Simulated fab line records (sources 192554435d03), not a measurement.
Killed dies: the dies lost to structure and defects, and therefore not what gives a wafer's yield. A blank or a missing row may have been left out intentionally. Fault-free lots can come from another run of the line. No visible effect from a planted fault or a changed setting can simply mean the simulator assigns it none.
Split-lot experiment ; flow n5_finfet ; 39 wafers read from 7 lots, route of 1938 steps

## SPLIT DETAILS
At N5_BEOL_M5_ILD_DEP_00 (deposits SiCOH lowk from DEMS/porogen, target thk 140.64 nm, time 25.9 s), the setting time_s was moved away from the recipe's 25.9 s on 15 of the 39 wafers read, by -56.0% to +53.1%. The other wafers ran this setting at the recipe's value.

## FROM THE SPLIT ON TO THE READING: in between, the file shows 1 step
- N5_BEOL_M5_CURE_79: cures SiCOH lowk, time 240 s

## THE READING
M5_ILD_THK, in nm, at N5_BEOL_M5_THK_MEAS_01. Typical for fault-free wafers on this fab line: 121.8 nm, with standard deviation 2 nm.

wafer;tool, chamber at the split;time_s as run, s;against the recipe;M5_ILD_THK, nm;against lot-mates on the recipe
L074.1;pecvd-01, 2,1;21.19;-18.2%;99.4;-21.6
L074.2;pecvd-01, 0;25.9;recipe;120.8;-
L074.3;pecvd-01, 1;25.9;recipe;119.1;-
L074.4;pecvd-01, 0;21.19;-18.2%;101.8;-19.2
L074.5;pecvd-01, 2,1;21.19;-18.2%;99.5;-21.5
L074.6;pecvd-01, 2;25.9;recipe;123.1;-
L076.1;pecvd-01, 0;25.9;recipe;122.8;-
L076.2;pecvd-01, 2;25.9;recipe;122.7;-
L076.3;pecvd-01, 1;39.01;+50.6%;180.2;+57.2
L076.4;pecvd-01, 2;39.01;+50.6%;183.8;+60.8
L076.5;pecvd-01, 0;39.01;+50.6%;184.6;+61.6
L076.6;pecvd-01, 1;25.9;recipe;123.5;-
L075.2;pecvd-01, 0;25.9;recipe;121.4;-
L075.4;pecvd-01, 0,2;25.9;recipe;123.7;-
L075.6;pecvd-01, 0,2;25.9;recipe;123.6;-
L082.1;pecvd-01, 1;25.9;recipe;122.1;-
L082.2;pecvd-01, 0;25.9;recipe;124.8;-
L082.3;pecvd-01, 2;39.66;+53.1%;182.5;+58.9
L082.4;pecvd-01, 0;39.66;+53.1%;189.3;+65.7
L082.5;pecvd-01, 2;39.66;+53.1%;185.8;+62.2
L082.6;pecvd-01, 1;25.9;recipe;123.8;-
L087.1;pecvd-02, 1;11.39;-56.0%;54.4;-68.2
L087.2;pecvd-02, 0;11.39;-56.0%;52.7;-69.9
L087.3;pecvd-02, 2;11.39;-56.0%;57.3;-65.3
L087.4;pecvd-02, 1;25.9;recipe;122.5;-
L087.5;pecvd-02, 0;25.9;recipe;121.0;-
L087.6;pecvd-02, 2;25.9;recipe;124.2;-
L091.1;pecvd-02, 0;25.9;recipe;119.0;-
L091.2;pecvd-02, 2;25.9;recipe;122.0;-
L091.3;pecvd-02, 1;25.9;recipe;121.0;-
L091.4;pecvd-02, 1;25.9;recipe;121.2;-
L091.5;pecvd-02, 2;25.9;recipe;124.4;-
L091.6;pecvd-02, 0;25.9;recipe;120.3;-
L093.1;pecvd-04, 0;25.9;recipe;121.0;-
L093.2;pecvd-04, 2;25.9;recipe;122.8;-
L093.3;pecvd-04, 1;36.45;+40.7%;169.7;+46.8
L093.4;pecvd-04, 1;36.45;+40.7%;173.8;+50.9
L093.5;pecvd-04, 0;36.45;+40.7%;171.2;+48.3
L093.6;pecvd-04, 2;25.9;recipe;125.0;-
Rows listing several chambers each stand for several wafers; the file does not say which wafer went through which chamber.

FIT RESULTS
A straight line over all 39 wafers: M5_ILD_THK changes by +1.2 nm for each +1% of time_s; r = +1.00; the points scatter about the line by 1.8 nm.
The same after taking each lot's own level away (the mean of its wafers on the recipe; 39 wafers): +1.19 nm for each +1%; r = +1.00; scatter 1.7 nm.
On that fit, the largest move of time_s shifts the reading by 67 nm.
Measured against the standard deviation above, the lots' own levels, which go from 121.00 to 123.57 nm, span 1.3 times it.
So the lot-to-lot level changes the slope little: the two slopes agree.
Check: -66.5 nm against its lot-mates is what the line predicts for one of the wafers moved furthest among these (-56.0%) when that wafer is left out of the fit. It came out at -68.2 nm against them.

## THE WHOLE CHAIN: every reading that the file lists as answering this split, in the file's order
step;what it does;reading;change (the file's fit);r (the file's)
N5_BEOL_M5_ILD_DEP_00;deposits SiCOH lowk from DEMS/porogen, target thk 140.64 nm, time 25.9 s;SiCOH_lowk_of_BEOL_M5_ILD_DEP_00.thk_nm (the simulator's own value, which no gauge read);+1.37 nm for each +1% of the setting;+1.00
N5_BEOL_M5_CURE_79;cures SiCOH lowk, time 240 s;SiCOH_lowk_of_BEOL_M5_ILD_DEP_00.thk_nm (the simulator's own value, which no gauge read);+1.19 nm for each +1% of the setting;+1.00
N5_BEOL_M5_THK_MEAS_01;;M5_ILD_THK;+1.19 for each +1% of the setting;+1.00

## FILE'S OWN FIT
M5_ILD_THK changes by +1.19 nm for each +1% of time_s, r = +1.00.
